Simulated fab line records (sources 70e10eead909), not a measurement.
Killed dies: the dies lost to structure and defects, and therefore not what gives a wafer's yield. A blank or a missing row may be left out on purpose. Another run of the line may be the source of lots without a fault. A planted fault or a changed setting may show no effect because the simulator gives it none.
Matching of chambers | flow nand harc | NHARC_A_ZERO_WELL_ETCH_19 on rie diel-09: 4 sister chambers
The step etches the open film in N2/H2, target depth 80 nm, overetch 24 nm, time 87.88 s. 7 wafers are shown with their chamber, then 9 later ones without.

## EACH WAFER AND ITS CHAMBER
wafer  | chamber | drypump motor current A (A) | rf vpp V (V)
L435.4 | 1       | 5.8                         | 431.3
L436.1 | 2       | 5.2                         | 426.0
L436.5 | 3       | 5.9                         | 432.0
L436.6 | 0       | 4.8                         | 430.2
L438.1 | 2       | 5.3                         | 425.9
L438.4 | 1       | 5.9                         | 431.5
L438.6 | 3       | 5.8                         | 431.2

## WAFERS WITH NO CHAMBER GIVEN
wafer  | drypump motor current A (A) | rf vpp V (V)
L446.2 | 5.9                         | 432.1
L446.3 | 4.9                         | 430.1
L446.6 | 4.9                         | 432.3
L451.1 | 5.8                         | 431.2
L451.3 | 4.8                         | 430.3
L451.4 | 5.3                         | 427.3
L452.2 | 4.9                         | 430.4
L452.5 | 5.3                         | 426.5
L452.6 | 5.8                         | 431.3

## THE CHAMBER EACH PASSED THROUGH
wafer  | from the rows above     | in truth
L446.2 | can't be placed: 3 or 1 | 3
L446.3 | 0                       | 0
L446.6 | 0                       | 0
L451.1 | can't be placed: 1 or 3 | 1
L451.3 | 0                       | 0
L451.4 | 2                       | 2
L452.2 | 0                       | 0
L452.5 | 2                       | 2
L452.6 | can't be placed: 1 or 3 | 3
Placed correctly: 6 of 9. Cannot be placed on the basis of these rows: 3; the candidates contain the true chamber in 3. Placed wrongly: 0.
How it was worked out, from the rows above alone: a wafer's distance from a chamber is the root of the sum, over the readings, of the square of ((its reading less the chamber's mean) divided by the reading's scatter). If the next closest chamber is less than 2 further off than the closest, the wafer can't be placed; otherwise it belongs to the closest. The mean given for a chamber averages the wafers shown for that chamber. How the scatter is found: for the shown wafers, subtract from each reading the mean of its chamber, square and add these, divide the total by (wafers less chambers), then take the root.
